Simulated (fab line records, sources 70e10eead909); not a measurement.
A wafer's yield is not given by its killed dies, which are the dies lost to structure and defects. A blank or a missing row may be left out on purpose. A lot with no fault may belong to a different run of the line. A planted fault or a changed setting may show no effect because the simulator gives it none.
Comparing a struck lot with a sound one + flow nand_harc + 13 steps out of a route of 1159
Sound: wafers L785.2, L785.4, L785.5. Wafers struck: L791.2, L791.3, L791.4. The cause is given at the end.
Order at every step that has rows: each side's tool, ch and its chambers, its first start. Under that, the readings that differ: sound wafers + struck wafers + difference of the means + sigmas: that difference in standard deviations of wafers without a fault.
alike: a reading whose means differ by less than 2 such deviations, as well as words and numbers matching on both sides. not compared: withheld readings; readings where some wafer has no value; bounds like >300 that might hide an equal value; numbers whose values overlap and for which the record gives no deviation.
A row with sigmas, a row that says differs or no value, or rows on one side alone: a step with any of these is where the two part. Non-overlapping numbers with no deviation appear without sigmas and do not part them. A reading missing from all wafers of one side parts the sides only when that side holds two or more wafers.

first, 1 step without rows for these wafers: NHARC_A_STAIRCASE_SRD_474.
NHARC_A_STAIRCASE_INSPECT_155:
  sound on defect_inspect-02, day 15 02:43; struck on defect_inspect-02, day 16 09:59
  alike: raw_defect_count
NHARC_A_SGD_CUT_DEP_00: deposits SiNx, target thk 50 nm.
  sound on pecvd-01 ch 0,1,2, day 15 02:47; struck on pecvd-01 ch 0,1,2, day 16 10:05
  alike: heater_power_w
then, 8 steps without rows for these wafers: NHARC_A_SGD_CUT_DEHYDRATE_01 (time 120 s); NHARC_A_SGD_CUT_HMDS_02 (time 30 s); NHARC_A_SGD_CUT_COAT_56 (time 75 s); NHARC_A_SGD_CUT_COAT_57 (time 65 s); NHARC_A_SGD_CUT_COAT_03 (resist thk 90 nm); NHARC_A_SGD_CUT_SOFTBAKE_04 (time 55 s); NHARC_A_SGD_CUT_EBR_05; NHARC_A_SGD_CUT_EXPOSE_06 (exposes mask SGD).
NHARC_A_SGD_CUT_PEB_07: peb time 65 s.
  sound on litho_track-06 ch 0, day 15 03:26; struck on litho_track-06, day 16 10:35
  no value came back on the struck wafers for chill_plate_temp_C (C), exhaust_pa (Pa); on the sound wafers chill_plate_temp_C (C) reads 22.95 23.04 22.95
then, 1 step without rows for these wafers: NHARC_A_SGD_CUT_DEVELOP_08 (develop time 35 s).

WHERE THEY PART
NHARC_A_SGD_CUT_PEB_07 only, going by this record.

WHY: the cause the simulator had injected
Beginning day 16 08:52, the whole step at NHARC_A_SGD_CUT_PEB_07 was skipped on litho_track-06. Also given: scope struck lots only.
